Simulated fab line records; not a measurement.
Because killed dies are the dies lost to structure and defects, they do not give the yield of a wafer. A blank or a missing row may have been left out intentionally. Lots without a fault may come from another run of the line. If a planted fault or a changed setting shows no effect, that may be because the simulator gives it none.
Chamber matching    flow n5Finfet    cmp-03 running N5_GATE_CUT_CMP_02: 4 sister chambers
The step polishes, stops on SiO2, t overpolish 12.7 s, target thk 0 nm. 7 wafers are shown with their chamber, then 7 later ones without.

WAFERS PAIRED WITH THEIR CHAMBERS
wafer   chamber  motorCurrentA (A)  timeToEndpointS (s)
L085.1  1        7.8                27.0
L085.3  3        11.9               25.0
L085.6  1        7.8                25.5
L086.4  2        10.5               25.7
L086.5  0        9.2                25.6
L089.2  2        10.7               29.6
L089.3  0        9.9                24.7

WAFERS MISSING THEIR CHAMBER
wafer   motorCurrentA (A)  timeToEndpointS (s)
L089.6  11.2               25.1
L090.1  8.1                23.6
L090.2  9.5                24.1
L090.6  9.3                25.8
L095.2  7.9                23.2
L095.5  9.6                23.6
L095.6  8.3                25.0

WHICH CHAMBER EACH WENT THROUGH
wafer   from the rows above      in truth
L089.6  can't be placed: 3 or 2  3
L090.1  1                        1
L090.2  0                        0
L090.6  0                        0
L095.2  1                        1
L095.5  0                        0
L095.6  1                        1
6 of 7 placed correctly. Not placeable from these rows: 1 (in 1, the candidates include the true chamber). 0 placed wrongly.
How it was worked out, from the rows above alone: a wafer's distance from a chamber is the root of the sum, over the readings, of the square of ((its reading less the chamber's mean) divided by the reading's scatter). If the next closest chamber is less than 2 further off than the closest, the wafer can't be placed; otherwise it belongs to the closest. For every chamber, the mean is computed from those of its wafers that are shown. The scatter: take each reading less its chamber's mean, square it, sum over the shown wafers, divide by the number of wafers less the number of chambers, and take the root.
